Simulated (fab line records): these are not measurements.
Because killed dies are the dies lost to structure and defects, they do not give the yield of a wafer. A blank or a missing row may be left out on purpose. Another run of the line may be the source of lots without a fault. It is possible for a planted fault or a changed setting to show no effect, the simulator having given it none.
fab line records ; flow n5Finfet ; part 1 of 2: steps 1 to 16 of 27
record lots=5; wafers=15; lastDay=19
route steps=1938 shown MOL_CONTACT_COAG@529
lots with no fault: from the same line, run without faults
startH: start of the lot's first displayed wafer, in hours after the record's first day ; waitH: time in hours since the lot's previous step ; " repeats the value in the row above ; L1.1+2: a row that stands for several wafers ; - no value, or no start given ; * or withheld: withheld ; < > ~ a bound
route shown NAME@n: NAME is a module with steps in the file, n the number in the route of the first one ; usual: the fault-free wafers' mean and standard deviation ; same: alike in all rows ; chamber/n: place in a boat ; sites: per-site readings ; _std_site: how widely they spread, as a standard deviation ; _edge_site: inner sites' mean taken away from outer sites' mean ; radiusMm: how far each site lies from the wafer's centre ; mask NAME#n: copy n ; behind: the tool/chamber that last shaped the wafer ; hold: what put the lot on hold/how long, in hours/how the hold closed ; device: names the non-switching transistor (n, p or np) ; end of line: at the end of the route, the tests of the same wafers ; a step given without rows: its recipe and nothing more ; killed: count of dies lost to structure and defects at first sort (not the wafer's yield) ; map: a wafer's dies, marking killed ones x, the rest . and places with no die _
set.NAME: the setting as run; set.NAME@STEP: as run at that earlier step ; model.NAME: the simulator's own value behind a step, which no gauge read
lots at some steps of the route; a table a step, a row a wafer
services: from which hour (startH, from the record's first day; less than 0 if before it) a tool's chamber was out of use, for how many hours, and why
## steps
# step N5_MOL_CONTACT_COAG_DESCUM_13
# recipe chemistry=O2; timeS=7; sourcePowerW=50; biasPowerW=20; pressureMtorr=20; rfFrequencyHz=2.712e+07; tempC=40; resist=CAR-EUV; o2FlowSccm=225
# usual drypumpMotorCurrentA=5.9/0.46; oesProductAu=0.79/0.1; rfVppV=242.7/1.3; showerheadPlenumPTorr=2.07/0.062; throttleValvePct=20.5/0.31
lot.wafer;tool;chamber;startH;waitH;drypumpMotorCurrentA;oesProductAu;rfHoursCounterH;rfVppV;showerheadPlenumPTorr;throttleValvePct
L079.2;rieDiel-04;3;123.08;0.1;5.2;0.71;214;241.6;1.99;20.3
L079.3;rieDiel-04;0;123.08;0.1;6.0;0.77;110;245.2;2.12;20.9
L079.5;rieDiel-04;0;123.08;0.1;6.0;0.78;-;242.0;2.12;20.9
L081.2;rieDiel-01;2;133.93;0.2;6.6;0.78;141;241.6;2.03;20.9
L081.5;rieDiel-01;3;133.93;0.2;5.9;0.98;-;242.1;2.06;20.0
L081.6;rieDiel-01;2;133.93;0.2;6.6;0.77;-;242.6;2.03;20.9
L086.2;rieDiel-03;3;165.83;0.0;6.5;0.71;201;243.8;2.17;20.5
L086.3;rieDiel-03;0;165.83;0.0;5.6;0.68;218;242.0;2.00;20.5
L086.4;rieDiel-03;2;165.83;0.0;5.3;0.77;115;242.7;2.03;20.1
L088.2;rieDiel-01;1;177.81;0.0;5.8;0.92;23;242.7;2.04;20.4
L088.4;rieDiel-01;3;177.81;0.0;5.9;0.95;31;243.0;2.06;20.0
L088.5;rieDiel-01;2;177.81;0.0;6.6;0.77;-;239.8;2.02;20.9
L093.2;rieDiel-03;3;205.83;0.1;6.5;0.69;218;244.7;2.16;20.5
L093.3;rieDiel-03;2;205.83;0.1;5.3;0.76;133;240.6;2.02;20.1
L093.5;rieDiel-03;2;205.83;0.1;5.3;0.75;-;241.4;2.02;20.1
# step N5_MOL_CONTACT_COAG_ETCH_59
# recipe chemistry=N2/H2; target=underlayer; targetDepthA=130; maskMaterial=CAR-EUV; timeS=10.4; ionEnergyEv=200; pressureMtorr=30; sourceW=840; biasW=150; n2FlowSccm=200; h2FlowSccm=200; ends=cleared
# usual drypumpMotorCurrentA=6.0/0.46; etchRfOnTimeS=10.51/0.24; oesProductAu=0.67/0.083; rfVppV=522.9/2.4; showerheadPlenumPTorr=2.51/0.082; throttleValvePct=17.9/0.33
lot.wafer;tool;chamber;startH;waitH;drypumpMotorCurrentA;etchRfOnTimeS;oesProductAu;rfHoursCounterH;rfVppV;showerheadPlenumPTorr;throttleValvePct
L079.2;rieDiel-04;3;123.11;0.0;5.2;10.64;0.60;214;520.8;2.40;17.6
L079.3;rieDiel-04;0;123.11;0.0;6.0;10.53;0.67;110;526.6;2.56;18.3
L079.5;rieDiel-04;0;123.11;0.0;6.0;10.52;0.66;-;523.2;2.56;18.3
L081.2;rieDiel-01;2;133.97;0.0;6.6;10.39;0.65;141;523.6;2.44;18.3
L081.5;rieDiel-01;3;133.97;0.0;6.0;10.03;0.82;-;523.5;2.47;17.2
L081.6;rieDiel-01;2;133.97;0.0;6.5;10.36;0.66;-;520.0;2.44;18.3
L086.2;rieDiel-03;3;165.87;0.0;6.5;10.70;0.61;201;526.9;2.64;18.0
L086.3;rieDiel-03;0;165.87;0.0;5.7;10.68;0.59;218;520.1;2.43;18.0
L086.4;rieDiel-03;2;165.87;0.0;5.3;10.49;0.67;115;521.8;2.45;17.5
L088.2;rieDiel-01;1;177.84;0.0;5.7;10.19;0.77;23;522.1;2.49;17.8
L088.4;rieDiel-01;3;177.84;0.0;6.0;10.19;0.80;31;523.0;2.47;17.2
L088.5;rieDiel-01;2;177.84;0.0;6.6;10.56;0.64;-;519.9;2.44;18.3
L093.2;rieDiel-03;3;205.87;0.0;6.5;10.75;0.60;218;525.9;2.63;18.0
L093.3;rieDiel-03;2;205.87;0.0;5.3;10.34;0.66;133;522.5;2.44;17.5
L093.5;rieDiel-03;2;205.87;0.0;5.3;10.29;0.66;-;520.9;2.44;17.5
# step N5_MOL_CONTACT_COAG_ETCH_105
# recipe chemistry=CF4; target=SiARC; targetDepthA=156; maskMaterial=CAR-EUV; timeS=26; ionEnergyEv=80; pressureMtorr=40; sourceW=545; biasW=36; Ar_flow_sccm=100; cf4FlowSccm=100; ends=cleared
# usual drypumpMotorCurrentA=5.9/0.46; etchRfOnTimeS=26.4/0.58; oesProductAu=0.67/0.082; rfVppV=183.8/1; showerheadPlenumPTorr=2.11/0.064; throttleValvePct=15.63/0.29
lot.wafer;tool;chamber;startH;waitH;drypumpMotorCurrentA;etchRfOnTimeS;oesProductAu;rfHoursCounterH;rfVppV;showerheadPlenumPTorr;throttleValvePct
L079.2;rieDiel-04;3;123.13;0.0;5.2;26.8;0.61;214;181.9;2.03;15.49
L079.3;rieDiel-04;0;123.13;0.0;6.0;26.2;0.66;110;184.9;2.16;15.92
L079.5;rieDiel-04;0;123.13;0.0;6.0;26.2;0.67;-;184.8;2.16;15.95
L081.2;rieDiel-01;2;133.99;0.0;6.5;26.1;0.66;141;181.9;2.07;15.97
L081.5;rieDiel-01;3;133.99;0.0;5.9;25.3;0.82;-;182.3;2.10;15.10
L081.6;rieDiel-01;2;133.99;0.0;6.5;26.2;0.65;-;183.8;2.06;15.97
L086.2;rieDiel-03;3;165.88;0.0;6.5;26.4;0.61;201;184.1;2.21;15.63
L086.3;rieDiel-03;0;165.88;0.0;5.7;26.4;0.59;218;182.9;2.04;15.64
L086.4;rieDiel-03;2;165.88;0.0;5.3;26.0;0.66;115;181.7;2.07;15.27
L088.2;rieDiel-01;1;177.86;0.0;5.8;25.6;0.77;23;183.5;2.09;15.56
L088.4;rieDiel-01;3;177.86;0.0;5.9;25.5;0.80;31;183.1;2.10;15.15
L088.5;rieDiel-01;2;177.86;0.0;6.6;26.1;0.65;-;182.3;2.06;15.99
L093.2;rieDiel-03;3;205.89;0.0;6.5;26.8;0.60;218;185.7;2.20;15.65
L093.3;rieDiel-03;2;205.89;0.0;5.3;26.2;0.65;133;183.8;2.06;15.32
L093.5;rieDiel-03;2;205.89;0.0;5.3;26.3;0.65;-;183.6;2.06;15.31
# step N5_MOL_CONTACT_COAG_ETCH_106
# recipe chemistry=N2/H2; target=SOC; targetDepthA=800; overetchA=160; maskMaterial=SiARC; tempC=40; timeS=120; ionEnergyEv=200; pressureMtorr=30; sourceW=840; biasW=150; n2FlowSccm=200; h2FlowSccm=200
# usual drypumpMotorCurrentA=5.9/0.46; oesProductAu=0.70/0.08; rfVppV=523.0/2.5; showerheadPlenumPTorr=2.51/0.082; throttleValvePct=17.9/0.33
lot.wafer;tool;chamber;startH;waitH;drypumpMotorCurrentA;oesProductAu;rfHoursCounterH;rfVppV;showerheadPlenumPTorr;throttleValvePct
L079.2;rieDiel-04;3;123.16;0.0;5.2;0.64;214;520.0;2.40;17.6
L079.3;rieDiel-04;0;123.16;0.0;6.0;0.70;110;525.3;2.56;18.2
L079.5;rieDiel-04;0;123.16;0.0;6.0;0.71;-;525.7;2.56;18.2
L081.2;rieDiel-01;2;134.02;0.0;6.6;0.69;141;521.0;2.44;18.3
L081.5;rieDiel-01;3;134.02;0.0;5.9;0.85;-;523.7;2.47;17.2
L081.6;rieDiel-01;2;134.02;0.0;6.6;0.69;-;520.5;2.44;18.3
L086.2;rieDiel-03;3;165.91;0.0;6.5;0.65;201;525.9;2.64;18.0
L086.3;rieDiel-03;0;165.91;0.0;5.6;0.62;218;521.0;2.43;17.9
L086.4;rieDiel-03;2;165.91;0.0;5.3;0.70;115;521.1;2.45;17.5
L088.2;rieDiel-01;1;177.89;0.0;5.8;0.81;23;522.9;2.49;17.8
L088.4;rieDiel-01;3;177.89;0.0;5.9;0.83;31;522.3;2.47;17.2
L088.5;rieDiel-01;2;177.89;0.0;6.6;0.68;-;521.5;2.44;18.3
L093.2;rieDiel-03;3;205.92;0.0;6.5;0.64;218;526.7;2.63;18.0
L093.3;rieDiel-03;2;205.92;0.0;5.3;0.68;133;520.5;2.44;17.5
L093.5;rieDiel-03;2;205.92;0.0;5.3;0.69;-;521.2;2.44;17.5
# step N5_MOL_CONTACT_COAG_STRIP_107
# recipe chemistry=N2/H2; tempC=40; n2FlowSccm=200; h2FlowSccm=200; rfFrequencyHz=6e+07
lot.wafer;tool;chamber;startH;waitH
L079.2+3+5;rieDiel-04;3,0,0;123.24;0.0
L081.2+5+6;rieDiel-01;2,3,2;134.10;0.0
L086.2+3+4;rieDiel-03;3,0,2;165.99;0.0
L088.2+4+5;rieDiel-01;1,3,2;177.97;0.0
L093.2+3+5;rieDiel-03;3,2,2;206.00;0.0
# step N5_MOL_CONTACT_COAG_STRIP_108
# recipe chemistry=N2/H2; tempC=40; n2FlowSccm=200; h2FlowSccm=200; rfFrequencyHz=6e+07
lot.wafer;tool;chamber;startH;waitH
L079.2+3+5;rieDiel-04;3,0,0;123.25;0.0
L081.2+5+6;rieDiel-01;2,3,2;134.11;0.0
L086.2+3+4;rieDiel-03;3,0,2;166.00;0.0
L088.2+4+5;rieDiel-01;1,3,2;177.98;0.0
L093.2+3+5;rieDiel-03;3,2,2;206.01;0.0
# step N5_MOL_CONTACT_COAG_CONTACT_ETCH_14
# recipe chemistry=C4F6/O2; target=SiO2; targetDepthA=275; overetchA=85; maskMaterial=SOC; pressureMtorr=30; sourceW=370; biasW=185; Ar_flow_sccm=300; C4F6_flow_sccm=16; O2_flow_sccm=10; timeS=20; ionEnergyEv=259.6
# usual drypumpMotorCurrentA=5.9/0.46; oesProductAu=0.67/0.076; rfVppV=691/3; showerheadPlenumPTorr=2.84/0.089; throttleValvePct=21.29/0.28
lot.wafer;tool;chamber;startH;waitH;drypumpMotorCurrentA;oesProductAu;rfHoursCounterH;rfVppV;showerheadPlenumPTorr;throttleValvePct
L079.2;rieDiel-04;3;123.26;0.0;5.2;0.61;214;687;2.74;21.11
L079.3;rieDiel-04;0;123.26;0.0;6.0;0.67;110;693;2.90;21.68
L079.5;rieDiel-04;0;123.26;0.0;6.0;0.67;-;693;2.90;21.66
L081.2;rieDiel-01;2;134.12;0.0;6.5;0.66;141;689;2.76;21.58
L081.5;rieDiel-01;3;134.12;0.0;5.9;0.81;-;690;2.84;20.83
L081.6;rieDiel-01;2;134.12;0.0;6.5;0.66;-;689;2.76;21.57
L086.2;rieDiel-03;3;166.01;0.0;6.5;0.62;201;696;2.95;21.20
L086.3;rieDiel-03;0;166.01;0.0;5.6;0.59;218;689;2.74;21.25
L086.4;rieDiel-03;2;166.01;0.0;5.3;0.66;115;689;2.79;20.93
L088.2;rieDiel-01;1;177.99;0.0;5.8;0.77;23;691;2.80;21.19
L088.4;rieDiel-01;3;177.99;0.0;5.9;0.78;31;690;2.83;20.87
L088.5;rieDiel-01;2;177.99;0.0;6.5;0.65;-;690;2.76;21.61
L093.2;rieDiel-03;3;206.02;0.0;6.5;0.61;218;695;2.94;21.20
L093.3;rieDiel-03;2;206.02;0.0;5.3;0.65;133;689;2.78;20.95
L093.5;rieDiel-03;2;206.02;0.0;5.3;0.65;-;691;2.78;20.95
# step N5_MOL_CONTACT_COAG_STRIP_109
# recipe chemistry=C4F6/O2; resist=SiARC; rfFrequencyHz=6e+07
lot.wafer;tool;chamber;startH;waitH
L079.2+3+5;rieDiel-04;3,0,0;123.29;0.0
L081.2+5+6;rieDiel-01;2,3,2;134.14;0.0
L086.2+3+4;rieDiel-03;3,0,2;166.04;0.0
L088.2+4+5;rieDiel-01;1,3,2;178.02;0.0
L093.2+3+5;rieDiel-03;3,2,2;206.04;0.0
# step N5_MOL_CONTACT_COAG_ETCH_15
# recipe chemistry=CH3F/O2; target=SiNx; targetDepthA=70; maskMaterial=SOC; stopOn=Si:P; overEtchFrac=0.75; ionEnergyEv=120; pressureMtorr=30; sourceW=395; biasW=73; Ar_flow_sccm=150; CH3F_flow_sccm=30; O2_flow_sccm=20
# usual drypumpMotorCurrentA=5.9/0.46; oesProductAu=0.58/0.066; rfVppV=300/4.7; showerheadPlenumPTorr=1.97/0.064; throttleValvePct=16.36/0.27
lot.wafer;tool;chamber;startH;waitH;drypumpMotorCurrentA;oesProductAu;rfHoursCounterH;rfVppV;showerheadPlenumPTorr;throttleValvePct
L079.2;rieDiel-04;3;123.30;0.0;5.2;0.53;214;310;1.90;16.25
L079.3;rieDiel-04;0;123.30;0.0;6.0;0.57;110;296;2.02;16.68
L079.5;rieDiel-04;0;123.30;0.0;6.0;0.56;-;296;2.02;16.68
L081.2;rieDiel-01;2;134.15;0.0;6.6;0.57;141;297;1.91;16.64
L081.5;rieDiel-01;3;134.15;0.0;5.9;0.70;-;297;1.97;15.86
L081.6;rieDiel-01;2;134.15;0.0;6.5;0.56;-;297;1.91;16.63
L086.2;rieDiel-03;3;166.05;0.0;6.5;0.52;201;295;2.05;16.30
L086.3;rieDiel-03;0;166.05;0.0;5.6;0.51;218;298;1.90;16.37
L086.4;rieDiel-03;2;166.05;0.0;5.3;0.57;115;301;1.93;16.04
L088.2;rieDiel-01;1;178.03;0.0;5.8;0.66;23;299;1.95;16.27
L088.4;rieDiel-01;3;178.03;0.0;6.0;0.68;31;296;1.96;15.90
L088.5;rieDiel-01;2;178.03;0.0;6.5;0.56;-;297;1.91;16.65
L093.2;rieDiel-03;3;206.05;0.0;6.5;0.53;218;297;2.05;16.34
L093.3;rieDiel-03;2;206.05;0.0;5.3;0.56;133;300;1.93;16.06
L093.5;rieDiel-03;2;206.05;0.0;5.3;0.56;-;300;1.93;16.08
# step N5_MOL_CONTACT_COAG_ETCH_110
# recipe chemistry=CF4/O2; target=Si; targetDepthA=25; timeS=8; pressureMtorr=100; sourceW=200; biasW=12; ionEnergyEv=60; Ar_flow_sccm=100; cf4FlowSccm=100; O2_flow_sccm=10
# usual drypumpMotorCurrentA=5.9/0.46; oesProductAu=0.78/0.098; rfVppV=128.5/2.3; showerheadPlenumPTorr=2.20/0.065; throttleValvePct=10.8/0.3
lot.wafer;tool;chamber;startH;waitH;drypumpMotorCurrentA;oesProductAu;rfHoursCounterH;rfVppV;showerheadPlenumPTorr;throttleValvePct
L079.2;rieDiel-04;3;123.36;0.0;5.2;0.71;214;131.4;2.11;10.8
L079.3;rieDiel-04;0;123.36;0.0;6.0;0.78;110;127.6;2.24;11.0
L079.5;rieDiel-04;0;123.36;0.0;6.0;0.77;-;125.8;2.24;11.0
L081.2;rieDiel-01;2;134.21;0.0;6.5;0.77;141;127.9;2.15;11.1
L081.5;rieDiel-01;3;134.21;0.0;5.9;0.96;-;128.2;2.19;10.2
L081.6;rieDiel-01;2;134.21;0.0;6.5;0.77;-;125.9;2.15;11.1
L086.2;rieDiel-03;3;166.11;0.0;6.5;0.71;201;127.0;2.29;10.8
L086.3;rieDiel-03;0;166.11;0.0;5.7;0.68;218;126.0;2.12;10.9
L086.4;rieDiel-03;2;166.11;0.0;5.3;0.78;115;130.2;2.15;10.5
L088.2;rieDiel-01;1;178.09;0.0;5.7;0.90;23;129.4;2.17;10.6
L088.4;rieDiel-01;3;178.09;0.0;5.9;0.92;31;127.4;2.18;10.2
L088.5;rieDiel-01;2;178.09;0.0;6.6;0.76;-;126.3;2.14;11.1
L093.2;rieDiel-03;3;206.11;0.0;6.5;0.70;218;127.3;2.28;10.9
L093.3;rieDiel-03;2;206.11;0.0;5.3;0.77;133;129.1;2.14;10.5
L093.5;rieDiel-03;2;206.11;0.0;5.3;0.77;-;129.2;2.14;10.5
# step N5_MOL_CONTACT_COAG_STRIP_98
# recipe chemistry=N2/H2; powerW=500; tempC=40; pressureMtorr=50; rfFrequencyHz=6e+07; overashFraction=0.3; biasPowerW=8; h2Frac=0.5; n2FlowSccm=300; h2FlowSccm=300
# usual drypumpMotorCurrentA=6.0/0.46; oesProductAu=0.79/0.1; rfVppV=54.1/1.4; showerheadPlenumPTorr=3.31/0.1; throttleValvePct=19.0/0.47
lot.wafer;tool;chamber;startH;waitH;drypumpMotorCurrentA;oesProductAu;rfHoursCounterH;rfVppV;showerheadPlenumPTorr;throttleValvePct
L079.2;rieDiel-04;3;123.40;0.0;5.2;0.71;214;53.8;3.18;18.6
L079.3;rieDiel-04;0;123.40;0.0;6.0;0.77;110;54.1;3.38;19.4
L079.5;rieDiel-04;0;123.40;0.0;6.0;0.77;-;56.0;3.38;19.5
L081.2;rieDiel-01;2;134.26;0.0;6.6;0.77;141;53.3;3.23;19.7
L081.5;rieDiel-01;3;134.26;0.0;5.9;0.95;-;54.0;3.27;18.1
L081.6;rieDiel-01;2;134.26;0.0;6.6;0.76;-;55.0;3.23;19.8
L086.2;rieDiel-03;3;166.16;0.0;6.5;0.72;201;54.2;3.48;19.2
L086.3;rieDiel-03;0;166.16;0.0;5.7;0.70;218;53.2;3.22;19.1
L086.4;rieDiel-03;2;166.16;0.0;5.3;0.78;115;54.8;3.24;18.7
L088.2;rieDiel-01;1;178.14;0.0;5.7;0.91;23;55.2;3.29;18.7
L088.4;rieDiel-01;3;178.14;0.0;5.9;0.95;31;52.3;3.26;18.1
L088.5;rieDiel-01;2;178.14;0.0;6.6;0.77;-;54.0;3.22;19.8
L093.2;rieDiel-03;3;206.16;0.0;6.5;0.72;218;55.3;3.47;19.2
L093.3;rieDiel-03;2;206.16;0.0;5.3;0.76;133;55.2;3.23;18.7
L093.5;rieDiel-03;2;206.16;0.0;5.3;0.76;-;56.9;3.23;18.7
# step N5_MOL_CONTACT_COAG_CD_MEAS_99
# recipe targetCdNm=17.2; polarity=opening
# usual cdNm=17.1/0.37
lot.wafer;tool;chamber;startH;waitH;cdNm
L079.2;cdSem-01;-;123.48;-;16.6
L079.3;cdSem-01;-;123.48;-;17.9
L079.5;cdSem-01;-;123.48;-;17.7
L081.2;cdSem-01;-;134.33;-;17.1
L081.5;cdSem-01;-;134.33;-;17.0
L081.6;cdSem-01;-;134.33;-;16.6
L086.2;cdSem-03;-;166.23;-;17.3
L086.3;cdSem-03;-;166.23;-;17.3
L086.4;cdSem-03;-;166.23;-;17.0
L088.2;cdSem-01;-;178.21;-;17.6
L088.4;cdSem-01;-;178.21;-;17.0
L088.5;cdSem-01;-;178.21;-;17.0
L093.2;cdSem-01;-;206.23;-;16.8
L093.3;cdSem-01;-;206.23;-;16.4
L093.5;cdSem-01;-;206.23;-;17.1
# step N5_MOL_CONTACT_COAG_IMPLANT_129
# recipe species=Ge; energyKev=3; doseCm2=6e+14; tiltDeg=0; rotationDeg=0
lot.wafer;tool;chamber;startH;waitH
L079.2+3+5;implanter-02;0;123.54;0.1
L081.2+5+6;implanter-01;0;134.39;0.1
L086.2+3+4;implanter-01;0;166.29;0.1
L088.2+4+5;implanter-02;0;178.27;0.1
L093.2+3+5;implanter-02;0;206.29;0.1
# step N5_MOL_CONTACT_COAG_PRECLEAN_111
# recipe chemistry=NF3:NH3; afsCycles=1; tempC=30; timeS=20; sublimationTempC=180; sublimationTimeS=60; pressureTorr=3; rfPowerW=30
# same sublimationTimeS=60
lot.wafer;tool;chamber;startH;waitH
L079.2+3+5;remotePlasma-01;1;124.60;1.0
L081.2+5+6;remotePlasma-02;0;134.61;0.2
L086.2+3+4;remotePlasma-01;0;166.53;0.2
L088.2+4+5;remotePlasma-02;1;178.49;0.2
L093.2+3+5;remotePlasma-02;1;206.64;0.3
# step N5_MOL_CONTACT_COAG_TI_SIL_19
# recipe material=Ti; targetThkA=42; tempC=200; chamberPressurePa=5; powerW=5000; timeS=15
# usual cathodeDcPowerW=4999.9/0.88; substrateTempC=200.00/0.16; throttleValvePct=29.9/1.1
lot.wafer;tool;chamber;startH;waitH;cathodeDcPowerW;substrateTempC;throttleValvePct
L079.2;pvdSputter-03;-;124.85;0.2;5000.2;199.81;30.7
L079.3;pvdSputter-03;-;124.85;0.2;4999.0;199.96;29.2
L079.5;pvdSputter-03;-;124.85;0.2;5000.3;199.86;30.4
L081.2;pvdSputter-01;-;136.31;1.7;4999.5;200.02;29.5
L081.5;pvdSputter-01;-;136.31;1.7;4999.7;199.91;29.3
L081.6;pvdSputter-01;-;136.31;1.7;5000.1;199.98;30.0
L086.2;pvdSputter-01;-;166.72;0.2;5000.1;199.90;29.7
L086.3;pvdSputter-01;-;166.72;0.2;5000.3;199.80;30.7
L086.4;pvdSputter-01;-;166.72;0.2;5000.1;200.12;27.5
L088.2;pvdSputter-02;-;178.73;0.2;5001.6;200.07;31.8
L088.4;pvdSputter-02;-;178.73;0.2;4999.3;199.92;29.8
L088.5;pvdSputter-02;-;178.73;0.2;4999.0;200.25;31.9
L093.2;pvdSputter-02;-;208.26;1.6;5001.6;199.94;30.7
L093.3;pvdSputter-02;-;208.26;1.6;5001.5;199.95;29.8
L093.5;pvdSputter-02;-;208.26;1.6;5000.8;199.88;30.4
# step N5_MOL_CONTACT_COAG_ALD_20
# recipe material=TiN; targetThkA=15; tempC=400; aldPrecursorFamily=TiCl4; aldCoReactant=NH3; pulseTimeS=1; purgeTimeS=3; coReactantPurgeTimeS=2; coReactantPulseTimeS=2; aldCycles=68; pressureTorr=3
# usual heaterPowerW=901/110; precursorPulseHeightRel=0.999/0.02
lot.wafer;tool;chamber;startH;waitH;heaterPowerW;precursorPulseHeightRel;sinceWetCleanH
L079.2;aldMetal-04;2;124.97;0.1;841;1.016;4403
L079.3;aldMetal-04;1;124.97;0.1;890;0.989;4403
L079.5;aldMetal-04;2;124.97;0.1;833;0.964;-
L081.2;aldMetal-04;2;136.43;0.1;855;1.002;4415
L081.5;aldMetal-04;2;136.43;0.1;877;1.000;-
L081.6;aldMetal-04;3;136.43;0.1;971;0.998;-
L086.2;aldMetal-04;1;166.84;0.1;878;1.004;4445
L086.3;aldMetal-04;0;166.84;0.1;1092;0.987;4445
L086.4;aldMetal-04;2;166.84;0.1;860;0.990;4445
L088.2;aldMetal-04;2;178.85;0.1;850;0.988;4457
L088.4;aldMetal-04;1;178.85;0.1;859;0.988;4457
L088.5;aldMetal-04;2;178.85;0.1;856;1.007;-
L093.2;aldMetal-01;2;208.38;0.1;703;0.997;1410
L093.3;aldMetal-01;3;208.38;0.1;847;1.001;1410
L093.5;aldMetal-01;2;208.38;0.1;705;1.018;-
